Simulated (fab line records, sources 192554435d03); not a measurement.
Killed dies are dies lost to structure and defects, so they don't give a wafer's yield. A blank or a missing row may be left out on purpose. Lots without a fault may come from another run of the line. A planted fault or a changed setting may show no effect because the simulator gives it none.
fab line records | flow n5_finfet
record lots=6 wafers=18 last_day=17
route steps=1938 shown MOL_CONTACT_COAG@525 BEOL_M4@1111 PASSIVATION@1936
lots that met no fault: from a run of the same line without faults
start_h: hours from the record's first day to the start of the lot's first wafer shown | wait_h: hours since the lot's step before | " the same as in the row above | L1.1+2: a row that stands for several wafers | - no value, or no start given | * or withheld: withheld | < > ~ a bound
route shown NAME@n: a module of which the file shows steps, and the number in the route of the first | usual: mean/standard deviation of fault-free wafers | same: alike in all rows | chamber/n: place in a boat | sites: the reading at each site | _std_site: their standard deviation | _edge_site: outer sites' mean less inner sites' | radius_mm: how far each site lies from the wafer's centre | mask NAME#n: copy n | behind: the tool/chamber that last shaped the wafer | hold: why the lot was held/for how many hours/how that ended | device: the transistor (n, p or np) that didn't switch | end of line: the same wafers' tests at the end of the route | a step without rows: its recipe alone | killed: dies lost to structure and defects at the first sort, not the wafer's yield | map: a wafer's dies, x killed, . not, _ none there
set.NAME: the setting as run; set.NAME@STEP: as run at that earlier step | model.NAME: the simulator's own value behind a step, which no gauge read
lots at some steps of the route; a table a step, a row a wafer
services: from which hour (start_h, from the record's first day; less than 0 if before it) a tool's chamber was out of use, for how many hours, and why
## steps
# step N5_MOL_CONTACT_COAG_DEVELOP_07
# recipe develop_time_s=30 developer=TMAH resist=CAR-EUV rinse_liquid=surfactant_rinse dry=air_spin dev_temp_c=23
# step N5_MOL_CONTACT_COAG_CD_MEAS_08
# recipe target_cd_nm=28 landing_energy_ev=500 detector=se_inlens polarity=opening
# usual cd_nm=27.95/0.23
# columns lot.wafer tool chamber start_h wait_h cd_nm
L433.2 cd_sem-01 0 94.37 - 27.67
L433.3 " 0 " " 27.99
L433.6 " 0 " " 27.60
L436.2 cd_sem-01 0 115.90 - 27.80
L436.3 " 0 " " 28.07
L436.4 " 0 " " 28.19
L438.1 cd_sem-02 0 125.02 - 27.69
L438.3 " 0 " " 28.18
L438.5 " 0 " " 28.04
L439.3 cd_sem-02 0 126.66 - 28.09
L439.4 " 0 " " 27.55
L439.6 " 0 " " 27.80
L440.3 cd_sem-02 0 132.40 - 27.93
L440.4 " 0 " " 27.73
L440.6 " 0 " " 27.64
L450.2 cd_sem-02 0 193.88 - 27.69
L450.3 " 0 " " 28.13
L450.6 " 0 " " 28.02
# step N5_MOL_CONTACT_COAG_OVL_MEAS_09
# recipe points_per_wafer=522
# usual CA_OVL=-0.2/0.56
# columns lot.wafer tool chamber start_h wait_h CA_OVL[nm]
L433.2 overlay-01 0 94.41 0.0 0.3
L433.3 " 0 " " 0.2
L433.6 " 0 " " 0.4
L436.2 overlay-02 0 115.94 0.0 -0.2
L436.3 " 0 " " -0.1
L436.4 " 0 " " -1.1
L438.1 overlay-01 0 125.05 0.0 -1.2
L438.3 " 0 " " -0.8
L438.5 " 0 " " -1.3
L439.3 overlay-02 0 126.70 0.0 0.8
L439.4 " 0 " " 0.4
L439.6 " 0 " " 0.1
L440.3 overlay-01 0 132.44 0.0 -0.5
L440.4 " 0 " " 0.1
L440.6 " 0 " " 0.0
L450.2 overlay-01 0 193.91 0.0 -0.1
L450.3 " 0 " " -0.6
L450.6 " 0 " " -0.1
# step N5_MOL_CONTACT_COAG_INSPECT_10
# recipe mode=adi inspect_instrument=brightfield
# usual raw_defect_count=83/34
# columns lot.wafer tool chamber start_h wait_h raw_defect_count
L433.2 defect_inspect-02 - 94.46 0.0 86
L433.3 " - " " 115
L433.6 " - " " 125
L436.2 defect_inspect-01 - 115.99 0.0 103
L436.3 " - " " 95
L436.4 " - " " 61
L438.1 defect_inspect-02 - 125.11 0.1 43
L438.3 " - " " 47
L438.5 " - " " 36
L439.3 defect_inspect-02 - 126.74 0.0 82
L439.4 " - " " 70
L439.6 " - " " 90
L440.3 defect_inspect-02 - 132.48 0.0 52
L440.4 " - " " 57
L440.6 " - " " 51
L450.2 defect_inspect-02 - 193.96 0.0 106
L450.3 " - " " 99
L450.6 " - " " 79
# step N5_MOL_CONTACT_COAG_DESCUM_13
# recipe chemistry=O2 time_s=7 source_power_w=50 bias_power_w=20 pressure_mtorr=20 rf_frequency_hz=2.712e+07 temp_c=40 resist=CAR-EUV o2_flow_sccm=225
# usual drypump_motor_current_A=5.7/0.32 oes_product_au=0.81/0.086 rf_vpp_V=243.5/1.4 showerhead_plenum_p_Torr=2.11/0.077 throttle_valve_pct=20.45/0.27
# same time_s=7
# columns lot.wafer tool chamber start_h wait_h drypump_motor_current_A oes_product_au rf_hours_counter_h rf_vpp_V showerhead_plenum_p_Torr throttle_valve_pct
L433.2 rie_diel-01 1 94.73 0.3 5.5 0.84 75 244.9 2.12 20.04
L433.3 " 3 " " 6.1 0.68 238 242.8 2.05 20.26
L433.6 " 0 " " 5.4 0.99 - 242.6 2.05 20.61
L436.2 rie_diel-01 3 116.17 0.2 6.1 0.67 242 243.6 2.05 20.28
L436.3 " 0 " " 5.5 0.95 8 244.3 2.05 20.62
L436.4 " 1 " " 5.5 0.85 83 242.9 2.12 20.06
L438.1 rie_diel-03 3 125.20 0.1 5.1 0.72 201 240.6 1.99 20.57
L438.3 " 2 " " 5.7 0.82 87 246.2 2.21 20.58
L438.5 " 1 " " 5.8 0.93 - 246.5 2.23 20.07
L439.3 rie_diel-01 1 126.78 0.0 5.5 0.83 86 244.4 2.12 20.06
L439.4 " 3 " " 6.1 0.66 246 241.1 2.05 20.28
L439.6 " 0 " " 5.5 0.94 - 242.9 2.05 20.62
L440.3 rie_diel-01 1 132.52 0.0 5.5 0.82 88 243.1 2.12 20.07
L440.4 " 3 " " 6.1 0.66 248 242.5 2.05 20.29
L440.6 " 3 " " 6.1 0.67 - 244.1 2.05 20.30
L450.2 rie_diel-03 0 194.01 0.0 6.0 0.71 226 244.1 2.16 20.78
L450.3 " 1 " " 5.8 0.88 38 245.2 2.22 20.12
L450.6 " 3 " " 5.1 0.69 - 240.5 1.98 20.59
# step N5_MOL_CONTACT_COAG_ETCH_59
# recipe chemistry=N2/H2 target=underlayer target_depth_a=130 mask_material=CAR-EUV time_s=10.4 ion_energy_ev=200 pressure_mtorr=30 source_w=840 bias_w=150 n2_flow_sccm=200 h2_flow_sccm=200 ends=cleared
# usual drypump_motor_current_A=5.7/0.32 etch_rf_on_time_s=10.40/0.18 oes_product_au=0.69/0.073 rf_vpp_V=524.5/2.4 showerhead_plenum_p_Torr=2.57/0.087 throttle_valve_pct=17.9/0.32
# columns lot.wafer tool chamber start_h wait_h drypump_motor_current_A etch_rf_on_time_s oes_product_au rf_hours_counter_h rf_vpp_V showerhead_plenum_p_Torr throttle_valve_pct
L433.2 rie_diel-01 1 94.76 0.0 5.5 10.11 0.73 75 523.0 2.57 17.4
L433.3 " 3 " " 6.2 10.51 0.58 238 522.2 2.50 17.7
L433.6 " 0 " " 5.5 10.40 0.84 - 523.6 2.51 18.2
L436.2 rie_diel-01 3 116.20 0.0 6.1 10.53 0.58 242 524.0 2.50 17.7
L436.3 " 0 " " 5.5 10.39 0.80 8 522.8 2.50 18.2
L436.4 " 1 " " 5.5 10.18 0.72 83 525.7 2.57 17.4
L438.1 rie_diel-03 3 125.24 0.0 5.1 10.51 0.61 201 520.8 2.41 18.0
L438.3 " 2 " " 5.7 10.32 0.70 87 528.2 2.68 17.9
L438.5 " 1 " " 5.8 10.38 0.80 - 528.2 2.70 17.4
L439.3 rie_diel-01 1 126.81 0.0 5.5 10.30 0.72 86 523.7 2.57 17.4
L439.4 " 3 " " 6.1 10.70 0.57 246 522.5 2.50 17.7
L439.6 " 0 " " 5.5 10.29 0.80 - 521.6 2.50 18.2
L440.3 rie_diel-01 1 132.55 0.0 5.5 10.24 0.72 88 525.4 2.57 17.4
L440.4 " 3 " " 6.1 10.61 0.57 248 522.0 2.50 17.8
L440.6 " 3 " " 6.1 10.68 0.56 - 524.1 2.50 17.7
L450.2 rie_diel-03 0 194.04 0.0 6.0 10.41 0.61 226 524.7 2.61 18.2
L450.3 " 1 " " 5.8 10.65 0.75 38 528.1 2.69 17.4
L450.6 " 3 " " 5.1 10.65 0.59 - 521.3 2.40 18.0
# step N5_MOL_CONTACT_COAG_ETCH_105
# recipe chemistry=CF4 target=SiARC target_depth_a=156 mask_material=CAR-EUV time_s=26 ion_energy_ev=80 pressure_mtorr=40 source_w=545 bias_w=36 Ar_flow_sccm=100 cf4_flow_sccm=100 ends=cleared
# usual drypump_motor_current_A=5.7/0.33 etch_rf_on_time_s=26.0/0.41 oes_product_au=0.69/0.073 rf_vpp_V=184.4/1.2 showerhead_plenum_p_Torr=2.16/0.07 throttle_valve_pct=15.63/0.27
# columns lot.wafer tool chamber start_h wait_h drypump_motor_current_A etch_rf_on_time_s oes_product_au rf_hours_counter_h rf_vpp_V showerhead_plenum_p_Torr throttle_valve_pct
L433.2 rie_diel-01 1 94.78 0.0 5.5 25.3 0.73 75 183.1 2.17 15.20
L433.3 " 3 " " 6.1 26.7 0.58 238 183.5 2.11 15.58
L433.6 " 0 " " 5.4 25.7 0.86 - 183.1 2.11 15.78
L436.2 rie_diel-01 3 116.22 0.0 6.1 26.6 0.58 242 182.7 2.11 15.61
L436.3 " 0 " " 5.5 26.1 0.80 8 183.8 2.11 15.78
L436.4 " 1 " " 5.5 25.5 0.72 83 183.6 2.17 15.20
L438.1 rie_diel-03 3 125.26 0.0 5.1 26.6 0.61 201 182.7 2.04 15.79
L438.3 " 2 " " 5.7 26.1 0.70 87 185.9 2.25 15.67
L438.5 " 1 " " 5.8 26.4 0.80 - 185.9 2.28 15.24
L439.3 rie_diel-01 1 126.83 0.0 5.5 25.5 0.72 86 186.2 2.17 15.20
L439.4 " 3 " " 6.1 26.6 0.57 246 183.1 2.11 15.62
L439.6 " 0 " " 5.4 25.9 0.80 - 183.3 2.11 15.80
L440.3 rie_diel-01 1 132.57 0.0 5.5 25.4 0.71 88 184.1 2.17 15.23
L440.4 " 3 " " 6.1 26.3 0.57 248 184.7 2.11 15.62
L440.6 " 3 " " 6.1 26.5 0.57 - 184.3 2.11 15.60
L450.2 rie_diel-03 0 194.06 0.0 6.0 26.4 0.61 226 186.0 2.21 15.96
L450.3 " 1 " " 5.8 26.2 0.75 38 187.3 2.27 15.29
L450.6 " 3 " " 5.1 26.5 0.60 - 182.7 2.03 15.83
# step N5_MOL_CONTACT_COAG_ETCH_106
# recipe chemistry=N2/H2 target=SOC target_depth_a=800 overetch_a=160 mask_material=SiARC temp_c=40 time_s=120 ion_energy_ev=200 pressure_mtorr=30 source_w=840 bias_w=150 n2_flow_sccm=200 h2_flow_sccm=200
# usual drypump_motor_current_A=5.7/0.32 oes_product_au=0.72/0.073 rf_vpp_V=524.5/2.6 showerhead_plenum_p_Torr=2.57/0.087 throttle_valve_pct=17.9/0.32
# same time_s=120
# columns lot.wafer tool chamber start_h wait_h drypump_motor_current_A oes_product_au rf_hours_counter_h rf_vpp_V showerhead_plenum_p_Torr throttle_valve_pct
L433.2 rie_diel-01 1 94.81 0.0 5.5 0.75 75 525.2 2.57 17.4
L433.3 " 3 " " 6.1 0.61 238 522.9 2.50 17.7
L433.6 " 0 " " 5.4 0.87 - 522.8 2.51 18.1
L436.2 rie_diel-01 3 116.25 0.0 6.1 0.61 242 522.5 2.50 17.7
L436.3 " 0 " " 5.5 0.85 8 523.1 2.50 18.2
L436.4 " 1 " " 5.5 0.75 83 525.9 2.57 17.4
L438.1 rie_diel-03 3 125.29 0.0 5.1 0.65 201 520.6 2.41 17.9
L438.3 " 2 " " 5.7 0.74 87 527.7 2.68 17.8
L438.5 " 1 " " 5.8 0.83 - 527.3 2.70 17.4
L439.3 rie_diel-01 1 126.86 0.0 5.5 0.74 87 523.3 2.57 17.4
L439.4 " 3 " " 6.1 0.61 246 523.1 2.50 17.7
L439.6 " 0 " " 5.5 0.83 - 522.3 2.50 18.2
L440.3 rie_diel-01 1 132.60 0.0 5.6 0.74 88 524.3 2.57 17.4
L440.4 " 3 " " 6.1 0.61 248 525.1 2.50 17.7
L440.6 " 3 " " 6.2 0.61 - 524.0 2.50 17.7
L450.2 rie_diel-03 0 194.09 0.0 6.0 0.64 226 525.8 2.61 18.2
L450.3 " 1 " " 5.8 0.79 38 528.3 2.69 17.4
L450.6 " 3 " " 5.1 0.63 - 519.3 2.40 18.0
# step N5_MOL_CONTACT_COAG_STRIP_107
# recipe chemistry=N2/H2 temp_c=40 n2_flow_sccm=200 h2_flow_sccm=200 rf_frequency_hz=6e+07
# step N5_MOL_CONTACT_COAG_STRIP_108
# recipe chemistry=N2/H2 temp_c=40 n2_flow_sccm=200 h2_flow_sccm=200 rf_frequency_hz=6e+07
# step N5_MOL_CONTACT_COAG_CONTACT_ETCH_14
# recipe chemistry=C4F6/O2 target=SiO2 target_depth_a=275 overetch_a=85 mask_material=SOC pressure_mtorr=30 source_w=370 bias_w=185 Ar_flow_sccm=300 C4F6_flow_sccm=16 O2_flow_sccm=10 time_s=20 ion_energy_ev=259.6
# step N5_MOL_CONTACT_COAG_STRIP_109
# recipe chemistry=C4F6/O2 resist=SiARC rf_frequency_hz=6e+07
# step N5_MOL_CONTACT_COAG_ETCH_15
# recipe chemistry=CH3F/O2 target=SiNx target_depth_a=70 mask_material=SOC stop_on=Si:P over_etch_frac=0.75 ion_energy_ev=120 pressure_mtorr=30 source_w=395 bias_w=73 Ar_flow_sccm=150 CH3F_flow_sccm=30 O2_flow_sccm=20
# usual drypump_motor_current_A=5.7/0.32 oes_ar_750_au=0.81/0.082 oes_product_au=0.59/0.06 rf_vpp_V=298.1/2.1 showerhead_plenum_p_Torr=2.02/0.068 throttle_valve_pct=16.35/0.27
# same over_etch_frac=0.75
# columns lot.wafer tool chamber start_h wait_h drypump_motor_current_A oes_ar_750_au oes_product_au rf_hours_counter_h rf_vpp_V showerhead_plenum_p_Torr throttle_valve_pct model.SOC_of_MOL_CONTACT_COAG_COAT_103.thk_nm
L433.2 rie_diel-01 1 94.95 0.0 5.5 0.84 0.62 75 297.2 2.03 15.92 75.2
L433.3 " 3 " " 6.1 0.67 0.51 238 297.3 1.96 16.26 75.2
L433.6 " 0 " " 5.4 0.97 0.71 - 299.3 1.97 16.51 75.4
L436.2 rie_diel-01 3 116.39 0.0 6.1 0.68 0.50 242 297.4 1.96 16.27 75.4
L436.3 " 0 " " 5.5 0.94 0.68 8 296.6 1.97 16.53 75.2
L436.4 " 1 " " 5.5 0.84 0.61 83 296.9 2.02 15.93 75.2
L438.1 rie_diel-03 3 125.42 0.0 5.1 0.71 0.53 201 296.0 1.91 16.52 75.2
L438.3 " 2 " " 5.7 0.82 0.61 87 301.5 2.10 16.43 75.4
L438.5 " 1 " " 5.8 0.93 0.68 - 297.4 2.13 15.96 75.4
L439.3 rie_diel-01 1 127.00 0.0 5.5 0.84 0.61 87 296.6 2.02 15.94 73.2
L439.4 " 3 " " 6.1 0.67 0.50 246 298.5 1.96 16.29 75.2
L439.6 " 0 " " 5.5 0.93 0.68 - 297.6 1.97 16.51 74.6
L440.3 rie_diel-01 1 132.73 0.0 5.5 0.83 0.61 88 295.7 2.02 15.93 73.8
L440.4 " 3 " " 6.1 0.67 0.50 248 297.6 1.96 16.29 75.4
L440.6 " 3 " " 6.1 0.67 0.50 - 296.8 1.96 16.30 75.6
L450.2 rie_diel-03 0 194.23 0.0 6.0 0.71 0.52 226 299.3 2.06 16.66 75.2
L450.3 " 1 " " 5.8 0.88 0.65 38 295.7 2.13 16.02 75
L450.6 " 3 " " 5.1 0.71 0.52 - 294.3 1.90 16.57 75.2
# step N5_MOL_CONTACT_COAG_ETCH_110
# recipe chemistry=CF4/O2 target=Si target_depth_a=25 time_s=8 pressure_mtorr=100 source_w=200 bias_w=12 ion_energy_ev=60 Ar_flow_sccm=100 cf4_flow_sccm=100 O2_flow_sccm=10
# usual drypump_motor_current_A=5.7/0.32 oes_ar_750_au=0.81/0.081 oes_product_au=0.81/0.086 rf_vpp_V=128.0/1.2 showerhead_plenum_p_Torr=2.25/0.072 throttle_valve_pct=10.75/0.28
# same time_s=8
# columns lot.wafer tool chamber start_h wait_h drypump_motor_current_A oes_ar_750_au oes_product_au rf_hours_counter_h rf_vpp_V showerhead_plenum_p_Torr throttle_valve_pct model.SOC_of_MOL_CONTACT_COAG_COAT_103.thk_nm
L433.2 rie_diel-01 1 95.01 0.0 5.5 0.85 0.85 75 127.0 2.25 10.36 73.6
L433.3 " 3 " " 6.1 0.68 0.67 238 128.0 2.19 10.87 73.8
L433.6 " 0 " " 5.5 0.97 0.99 - 127.2 2.19 10.71 74
L436.2 rie_diel-01 3 116.45 0.0 6.1 0.67 0.67 242 127.2 2.19 10.89 74
L436.3 " 0 " " 5.5 0.94 0.95 8 128.8 2.19 10.73 73.6
L436.4 " 1 " " 5.5 0.84 0.85 83 126.8 2.25 10.36 73.6
L438.1 rie_diel-03 3 125.48 0.0 5.1 0.73 0.70 201 127.9 2.12 10.99 73.8
L438.3 " 2 " " 5.6 0.82 0.82 87 128.9 2.33 10.79 73.8
L438.5 " 1 " " 5.8 0.92 0.93 - 127.2 2.36 10.32 74
L439.3 rie_diel-01 1 127.06 0.0 5.5 0.84 0.84 87 127.0 2.25 10.37 71.6
L439.4 " 3 " " 6.1 0.68 0.67 246 127.8 2.19 10.88 73.6
L439.6 " 0 " " 5.4 0.93 0.93 - 128.9 2.19 10.73 73
L440.3 rie_diel-01 1 132.79 0.0 5.5 0.84 0.83 88 127.7 2.25 10.38 72.2
L440.4 " 3 " " 6.1 0.67 0.67 248 127.1 2.19 10.91 74
L440.6 " 3 " " 6.1 0.67 0.66 - 128.5 2.19 10.90 74
L450.2 rie_diel-03 0 194.29 0.0 6.0 0.72 0.71 226 130.2 2.29 11.17 73.6
L450.3 " 1 " " 5.8 0.89 0.88 38 127.3 2.36 10.38 73.6
L450.6 " 3 " " 5.1 0.71 0.70 - 127.1 2.12 11.04 73.8
# step N5_MOL_CONTACT_COAG_STRIP_98
# recipe chemistry=N2/H2 power_w=500 temp_c=40 pressure_mtorr=50 rf_frequency_hz=6e+07 overash_fraction=0.3 bias_power_w=8 h2_frac=0.5 n2_flow_sccm=300 h2_flow_sccm=300
# usual drypump_motor_current_A=5.7/0.32 oes_product_au=0.81/0.086 rf_vpp_V=54.3/1.5 showerhead_plenum_p_Torr=3.39/0.11 throttle_valve_pct=19.0/0.49
# columns lot.wafer tool chamber start_h wait_h drypump_motor_current_A oes_product_au rf_hours_counter_h rf_vpp_V showerhead_plenum_p_Torr throttle_valve_pct
L433.2 rie_diel-01 1 95.06 0.0 5.5 0.87 75 52.9 3.40 18.4
L433.3 " 3 " " 6.1 0.69 238 55.6 3.31 18.7
L433.6 " 0 " " 5.5 1.00 - 53.7 3.31 19.6
L436.2 rie_diel-01 3 116.50 0.0 6.1 0.67 242 51.9 3.31 18.7
L436.3 " 0 " " 5.4 0.94 8 56.3 3.31 19.6
L436.4 " 1 " " 5.5 0.84 83 52.4 3.40 18.4
L438.1 rie_diel-03 3 125.53 0.0 5.1 0.73 201 52.4 3.20 19.0
L438.3 " 2 " " 5.7 0.82 87 55.1 3.53 18.7
L438.5 " 1 " " 5.8 0.94 - 53.9 3.56 18.4
L439.3 rie_diel-01 1 127.10 0.0 5.5 0.85 87 53.3 3.39 18.4
L439.4 " 3 " " 6.1 0.68 246 53.3 3.30 18.7
L439.6 " 0 " " 5.5 0.95 - 54.7 3.31 19.6
L440.3 rie_diel-01 1 132.84 0.0 5.5 0.83 88 54.9 3.39 18.4
L440.4 " 3 " " 6.1 0.68 248 53.3 3.30 18.7
L440.6 " 3 " " 6.1 0.66 - 55.2 3.30 18.6
L450.2 rie_diel-03 0 194.33 0.0 6.0 0.71 226 52.9 3.45 19.5
L450.3 " 1 " " 5.8 0.88 38 54.4 3.55 18.4
L450.6 " 3 " " 5.1 0.70 - 52.6 3.18 19.0
# step N5_BEOL_M4_RC_MEAS_101
# usual DIBL_N=36.3/1.2 DIBL_P=36.3/1.4 IOFF_N=0.157/0.02 IOFF_P=0.22/0.033 ION_N=675/9.6 ION_P=465/8.2 SS_N=71.4/0.45 SS_P=73.3/0.54 VT_N=249.8/2.5 VT_P=-249/3.2
# columns lot.wafer tool chamber start_h wait_h DIBL_N[mV/V] DIBL_P[mV/V] IOFF_N[nA/um] IOFF_P[nA/um] ION_N[uA/um] ION_P[uA/um] SS_N[mV/dec] SS_P[mV/dec] VT_N[mV] VT_P[mV]
L433.2 prober-01 0 170.50 0.2 35.8 36.7 0.144 0.20 680 466 71.1 72.8 248.4 -251
L433.3 " 0 " " 36.6 38.0 0.160 0.22 666 462 71.2 72.9 247.8 -250
L433.6 " 0 " " 36.8 38.0 0.165 0.22 686 470 71.8 73.0 248.4 -251
L436.2 prober-01 0 215.79 0.2 37.1 35.8 0.157 0.22 678 467 72.0 73.1 252.2 -249
L436.3 " 0 " " 37.9 36.4 0.161 0.22 665 458 71.9 73.6 247.9 -249
L436.4 " 0 " " 36.8 35.4 0.151 0.20 668 456 71.0 72.8 250.5 -250
L438.1 prober-02 0 231.35 0.0 36.4 36.1 0.146 0.20 672 464 71.4 73.2 250.4 -252
L438.3 " 0 " " 36.2 36.4 0.148 0.20 671 460 72.2 73.5 251.3 -251
L438.5 " 0 " " 35.3 35.2 0.132 0.19 666 464 71.2 72.3 252.5 -252
L440.3 prober-02 0 234.80 0.3 36.7 36.4 0.157 0.19 680 459 71.3 73.7 247.9 -250
L440.4 " 0 " " 36.7 35.6 0.156 0.19 676 457 71.0 73.4 248.9 -249
L440.6 " 0 " " 38.6 38.6 0.194 0.23 673 459 72.3 73.2 244.4 -249
L439.3 prober-01 0 235.18 0.3 36.7 36.2 0.146 0.19 670 451 70.4 73.0 251.2 -256
L439.4 " 0 " " 37.0 36.5 0.146 0.20 669 463 71.2 73.4 251.2 -251
L439.6 " 0 " " 35.5 35.0 0.124 0.17 661 453 71.1 73.2 254.5 -253
L450.2 prober-02 0 299.80 0.2 35.6 35.0 0.152 0.24 682 470 71.9 73.4 249.8 -247
L450.3 " 0 " " 35.3 34.9 0.155 0.23 689 475 71.9 73.4 249.4 -248
L450.6 " 0 " " 35.7 35.2 0.159 0.25 676 467 71.7 73.3 250.6 -246
# step N5_PASSIVATION_PROBE_49
# usual defect_limited_yield=91.1/1.4 killed_at_M0_to_M3=33/10 killed_at_M4_up=15/5.8 killed_at_contacts=13/5.9 killed_at_front_end=39/11 killed_at_other=4/3.6 killed_dies=105/16 killed_open=68/11 killed_short=34/7.8 sort_bin_5_function=5.2/0.88 sort_bin_6_memory=3.3/0.61 sort_n_pass=1075/16 sort_yield_pct=91.1/1.4
# same gross_dies=1180 killed_at_back_side=0 sort_bin_4_leakage[%]=0 sort_bin_8_speed[%]=0
# columns lot.wafer tool chamber start_h wait_h defect_limited_yield[%] killed_at_M0_to_M3 killed_at_M4_up killed_at_contacts killed_at_front_end killed_at_other killed_dies killed_open killed_short sort_bin_5_function[%] sort_bin_6_memory[%] sort_n_pass sort_yield_pct[%]
L436.2 prober-01 - 311.13 0.1 90.3 50 12 10 41 1 114 76 34 5.1 4.0 1066 90.3
L436.4 prober-01 - 311.23 0.2 89.2 41 15 15 50 6 127 80 45 6.8 3.6 1053 89.2
# killed by level:class
L436.2 FIN_SAQP:geometric_particle:open=23 BEOL_M0_SAQP:geometric_particle:short=15 BEOL_M0_SAQP:geometric_particle:open=11 FIN_SAQP:geometric_particle:short=7 BEOL_M2:geometric_particle:open=7 MOL_CONTACT_COAG:geometric_particle:open=6 BEOL_M4:geometric_particle:open=6 BEOL_M1:geometric_particle:open=5
L436.4 STI_FIN_REVEAL:geometric_particle:open=20 MOL_CONTACT_COAG:geometric_particle:open=12 BEOL_M0_SAQP:geometric_particle:short=11 FIN_SAQP:geometric_particle:open=10 FIN_SAQP:geometric_particle:short=8 BEOL_M1:geometric_particle:open=8 BEOL_M0_SAQP:geometric_particle:open=5 BEOL_M2:geometric_particle:open=5
## services
# columns tool chamber start_h hours kind
rie_diel-03 1 71.21 - clean
rie_diel-03 1 71.21 - consumable_replace:focus_ring
rie_diel-03 1 71.21 - consumable_replace:showerhead
rie_diel-03 1 71.21 12.9 scheduled_down
rie_diel-03 1 71.21 12.9 vent_cycle
rie_diel-01 3 105.15 7.8 repair
rie_diel-01 3 137.44 - clean
rie_diel-01 3 137.44 - consumable_replace:focus_ring
rie_diel-01 3 137.44 23.2 scheduled_down
rie_diel-01 3 137.44 23.2 vent_cycle
rie_diel-03 1 191.39 1.3 repair
## key
first_sign none at tools or gauges
model_effect step=N5_MOL_CONTACT_COAG_ETCH_15 value=SOC_of_MOL_CONTACT_COAG_COAT_103.thk_nm without=74.9 struck=73.5
model_effect step=N5_MOL_CONTACT_COAG_ETCH_110 value=SOC_of_MOL_CONTACT_COAG_COAT_103.thk_nm without=73.4 struck=71.9
met_at N5_MOL_CONTACT_COAG_ETCH_15
struck_wafers L439.3,L440.3
onset_between 116.39 127.00
fault kind=process_parameter_drift tool=rie_diel-01 chamber=1 onset_h=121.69 steps=N5_MOL_CONTACT_COAG_ETCH_15 channel=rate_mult offset=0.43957 shape=step end_h=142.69
